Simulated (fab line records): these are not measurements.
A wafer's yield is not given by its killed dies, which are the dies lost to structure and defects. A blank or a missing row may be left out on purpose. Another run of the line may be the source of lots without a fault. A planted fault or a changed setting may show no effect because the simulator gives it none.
A struck lot beside a sound one || flow nandHarc || 14 steps out of a route of 1159
Sound: these wafers, L192.1, L192.2, L192.5. Struck: wafer L203.6 (L203.2, L203.3, from the same lot, were not struck and are left out); the cause is given at the end.
At each step with rows: each side's tool, then ch and its chambers, then its first start. Under that, the readings that differ: sound wafers || struck wafers || difference of the means || sigmas: that difference in standard deviations of wafers without a fault.
alike: a reading whose means differ by less than 2 such deviations, as well as words and numbers matching on both sides. not compared: withheld readings; readings where some wafer has no value; bounds like >300 that might hide an equal value; numbers whose values overlap and for which the record gives no deviation.
Wherever a step has rows on one side only, a row that says differs or no value, or a row with sigmas, the two part there. Numbers that don't overlap but have no deviation are shown without sigmas and don't part them. Lack of a reading on every wafer of one side parts them only where that side has two or more wafers.

first, 9 steps without rows for these wafers: NHARC_THIN_TSV_PVD_24 (deposits Al, target thk 800 nm); NHARC_THIN_TSV_DEHYDRATE_25 (time 120 s); NHARC_THIN_TSV_HMDS_26 (time 30 s); NHARC_THIN_TSV_COAT_27; NHARC_THIN_TSV_SOFTBAKE_28 (time 95 s); NHARC_THIN_TSV_EBR_29; NHARC_THIN_TSV_EXPOSE_30 (exposes mask PAD); NHARC_THIN_TSV_PEB_31 (peb time 85 s); NHARC_THIN_TSV_DEVELOP_32 (time 70 s).
NHARC_THIN_TSV_CD_MEAS_33: the cd target is 5000 nm.
  sound on cdSem-01 ch 0, day 19 06:03; struck on cdSem-02 ch 0, day 23 04:12
  alike: cdNm
then, 1 step without rows for these wafers: NHARC_THIN_TSV_HARDBAKE_34 (time 80 s).
NHARC_THIN_TSV_DESCUM_35: chemistry O2, time 3 s.
  sound on rieDiel-06 ch 1,3, day 19 06:13; struck on rieDiel-06 ch 1, day 23 04:22
{"reading": "throttleValvePct (%)", "sound": "11.321 11.321 11.315", "struck": 11.297, "difference": -0.022, "sigmas": -3}
  alike: drypumpMotorCurrentA, oesProductAu, rfVppV, showerheadPlenumPTorr
  not compared: rfHoursCounterH
NHARC_THIN_TSV_ETCH_59: etches the open film in Cl2/BCl3, target depth 880 nm, time 138.1 s.
  sound on rieMetal-02 ch 0,1, day 19 06:20; struck on rieMetal-03 ch 0, day 23 04:31
{"reading": "oesProductAu (a.u.)", "sound": "0.992 1.022 1.022", "struck": 0.920, "difference": -0.092, "sigmas": -8}
{"reading": "throttleValvePct (%)", "sound": "22.267 22.283 22.262", "struck": 22.249, "difference": -0.022, "sigmas": -2}
  alike: biasW, drypumpMotorCurrentA, heBacksideLeakSccm
  not compared: rfHoursCounterH
NHARC_THIN_TSV_ETCH_36: etches the open film in Cl2/BCl3, target depth 65 nm, time 18.571 s.
  sound on rieMetal-02 ch 0,1, day 19 06:36; struck on rieMetal-03 ch 0, day 23 04:44
  alike: drypumpMotorCurrentA, heBacksideLeakSccm, oesProductAu
  not compared: rfHoursCounterH

WHERE THEY PART
At NHARC_THIN_TSV_DESCUM_35 first; at NHARC_THIN_TSV_ETCH_59 last (within this record only). Later steps at which nothing parts them and some readings are alike: NHARC_THIN_TSV_ETCH_36.

WHY: what had been put in by the simulator
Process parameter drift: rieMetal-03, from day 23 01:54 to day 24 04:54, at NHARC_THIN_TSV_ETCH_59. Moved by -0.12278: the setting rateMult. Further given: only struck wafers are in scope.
